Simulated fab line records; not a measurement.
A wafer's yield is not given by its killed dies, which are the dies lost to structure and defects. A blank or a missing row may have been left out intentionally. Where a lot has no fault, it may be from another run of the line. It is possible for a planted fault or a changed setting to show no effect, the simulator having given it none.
One fault through the eyes of 2 desks + flow n5-finfet + every desk sees just its own numbers, and what lay behind them comes last

AT THE TOOL OWNER'S DESK: euv-scanner-01
The tool's own readings at N5_BEOL_M3_EXPOSE_08 (exposes mask M3): means of the sampled wafers that have a number, for each lot that ran on this tool. A lot is out of limits, marked OUT, if its mean lies more than 4 standard deviations from the usual mean; the brackets give that distance.
Columns: A = exposure-dose-mJ-cm2 at N5_BEOL_M3_EXPOSE_08, usual 32.90
| lot  | first seen here | A               |
|------|-----------------|-----------------|
| L396 | day 10 01:05    | 34.09 (+28) OUT |
| L401 | day 11 05:41    | 33.66 (+18) OUT |
This desk's finding: out of limits on L396, L401; first on L396, day 10 01:05 (exposure-dose-mJ-cm2 at N5_BEOL_M3_EXPOSE_08). In limits: none.

THE METROLOGY DESK
Lot by lot, what the gauges showed, no matter which tool ran the lot: averages of those sampled wafers that carry a number. A lot is out of limits, marked OUT, if its mean lies more than 4 standard deviations from the usual mean; the brackets give that distance. 7 of its 11 readings are shown, namely those furthest out on some lot.
Columns: A = cd-nm at N5_BEOL_M3_CD_MEAS_11, usual 17.12 nm; B = DIBL_N at N5_BEOL_M4_RC_MEAS_101, usual 36.5 mV/V; C = IOFF_N at N5_BEOL_M4_RC_MEAS_101, usual 0.17 nA/um; D = ION_N at N5_BEOL_M4_RC_MEAS_101, usual 674 uA/um; E = SS_N at N5_BEOL_M4_RC_MEAS_101, usual 71.6 mV/dec; F = VT_N at N5_BEOL_M4_RC_MEAS_101, usual 250 mV; G = VT_P at N5_BEOL_M4_RC_MEAS_101, usual -250 mV
| lot  | first seen here | A     | B    | C    | D   | E    | F   | G    |
|------|-----------------|-------|------|------|-----|------|-----|------|
| L390 | day 8 07:58     | 17.21 | 34.5 | 0.12 | 652 | 70.8 | 257 | -252 |
| L391 | day 8 08:13     | 17.07 | 36.0 | 0.15 | 678 | 70.8 | 252 | -253 |
| L394 | day 8 19:54     | 17.08 | 34.6 | 0.13 | 673 | 70.9 | 253 | -253 |
| L396 | day 10 01:13    | 17.81 | 37.3 | 0.18 | 675 | 71.7 | 248 | -254 |
| L403 | day 10 22:03    | 17.28 | 35.5 | 0.14 | 670 | 71.4 | 253 | -255 |
| L401 | day 11 05:49    | 17.65 | 36.5 | 0.17 | 665 | 71.7 | 250 | -251 |
| L407 | day 12 12:45    | 17.23 | 39.3 | 0.21 | 676 | 72.5 | 249 | -250 |
| L412 | day 13 18:35    | 17.00 | 35.8 | 0.14 | 667 | 71.5 | 255 | -255 |
This desk found nothing out of limits on any of the 8 lots.

ALL TOGETHER
At day 10 01:05, on L396, L401, the tool owner's desk was in a position to raise an alarm.
Metrology desk: nothing out of limits seen.
The metrology desk has L396, L401 on record, within its limits.
N5_BEOL_M3_EXPOSE_08 was run on euv-scanner-01 by each of the lots named.

WHAT THE SIMULATOR HAD INSERTED
Drift in process parameters on euv-scanner-01 at N5_BEOL_M3_EXPOSE_08, starting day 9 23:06. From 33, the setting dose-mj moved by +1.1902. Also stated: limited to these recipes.
Struck lots among those shown: L396, L401.
Hours from the fault's start to each desk's first reading out of limits: the tool owner's desk, 2.
